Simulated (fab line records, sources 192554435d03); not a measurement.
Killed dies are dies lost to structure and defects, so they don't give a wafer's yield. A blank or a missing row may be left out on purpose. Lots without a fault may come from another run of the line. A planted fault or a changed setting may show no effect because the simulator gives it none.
Split-lot experiment | flow n5_finfet | 7 lots, 21 wafers read, on a route of 1938 steps

THE SPLIT
At N5_MIM_BOT_ETCH_ETCH_04 (etches SiNx in CF4/O2, target depth 26 nm, time 13 s), the setting time_s was moved away from the recipe's 13 s on 6 of the 21 wafers read, by -18.2% to +22.2%. The other wafers ran this setting at the recipe's value.

The reading is taken at the split's own step.

THE READING
etch.depth_nm (the simulator's own value, which no gauge read), in nm, at N5_MIM_BOT_ETCH_ETCH_04 (etches SiNx in CF4/O2, target depth 26 nm, time 13 s). The file gives no usual value for it. The 15 wafers here that ran the recipe average 26.25 nm, standard deviation 0.54 nm.

wafer  | tool, chamber at the split | time_s as run, s | against the recipe | etch.depth_nm, nm | against lot-mates on the recipe
L076.2 | rie_diel-05, 0             | 11.57            | -11.0%             | 23.8              | -2.29
L076.3 | rie_diel-05, 3             | 13               | recipe             | 26.17             | -
L076.4 | rie_diel-05, 1             | 13               | recipe             | 26.02             | -
L081.1 | rie_diel-05, 2             | 13               | recipe             | 25.38             | -
L081.4 | rie_diel-05, 0             | 15.89            | +22.2%             | 32.73             | +6.70
L081.5 | rie_diel-05, 0             | 13               | recipe             | 26.68             | -
L083.1 | rie_diel-05, 0             | 14.31            | +10.1%             | 30.03             | +2.69
L083.2 | rie_diel-05, 2             | 14.31            | +10.1%             | 28.36             | +1.02
L083.5 | rie_diel-05, 0             | 13               | recipe             | 27.34             | -
L091.1 | rie_diel-05, 2             | 10.63            | -18.2%             | 20.78             | -5.81
L091.3 | rie_diel-05, 0             | 13               | recipe             | 26.59             | -
L091.6 | rie_diel-05, 0             | 10.63            | -18.2%             | 21.87             | -4.72
L090.4 | rie_diel-05, 3             | 13               | recipe             | 26.54             | -
L090.5 | rie_diel-05, 1             | 13               | recipe             | 25.92             | -
L090.6 | rie_diel-05, 0             | 13               | recipe             | 26.72             | -
L093.1 | rie_diel-05, 2             | 13               | recipe             | 25.6              | -
L093.3 | rie_diel-05, 3             | 13               | recipe             | 26.43             | -
L093.6 | rie_diel-05, 1             | 13               | recipe             | 25.52             | -
L095.1 | rie_diel-05, 2             | 13               | recipe             | 25.63             | -
L095.5 | rie_diel-05, 0             | 13               | recipe             | 26.78             | -
L095.6 | rie_diel-05, 3             | 13               | recipe             | 26.47             | -

THE FIT
A straight line over all 21 wafers: etch.depth_nm changes by +0.277 nm for each +1% of time_s; r = +0.97; the points scatter about the line by 0.6 nm.
The same after taking each lot's own level away (the mean of its wafers on the recipe; 21 wafers): +0.272 nm for each +1%; r = +0.97; scatter 0.61 nm.
On that fit, the largest move of time_s shifts the reading by 6 nm.
The lots' own levels span 25.850 to 27.340 nm, that is 2.7 times the standard deviation above.
So the lot-to-lot level changes the slope little: the two slopes agree.
Check: with one of the wafers moved furthest among these (+22.2%) left out of the fit, the line predicts +5.55 nm for it against its lot-mates. It came out at +6.7 nm against them.

OTHER SPLITS ON THESE WAFERS
These wafers also went through other splits before the reading. Each is held against what the fit with the lots' levels taken away leaves over:
other split on the same wafers    | wafers away from the commonest value | r with etch.depth_nm (lot level and that fit taken away)
N5_BEOL_M9_ETCH_66 time_s         | 5                                    | +0.11
N5_BEOL_M9_TRENCH_ETCH_37 bias_w  | 8                                    | -0.24
N5_BEOL_M10_PECVD_70 time_s       | 8                                    | +0.52
N5_BEOL_M11_ETCH_66 time_s        | 5                                    | +0.21
N5_BEOL_M11_ETCH_41 time_s        | 2                                    | -0.17
N5_BEOL_M13_TRENCH_ETCH_34 time_s | 6                                    | +0.15
N5_BEOL_M13_SPUTTER_43 time_s     | 7                                    | -0.03
N5_BEOL_M13_SPUTTER_44 time_s     | 4                                    | +0.04
N5_BEOL_M15_COAT_04 spin_rpm      | 6                                    | +0.04

THE FILE'S OWN FIT
etch.depth_nm changes by +0.275 nm for each +1% of time_s, r = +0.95.
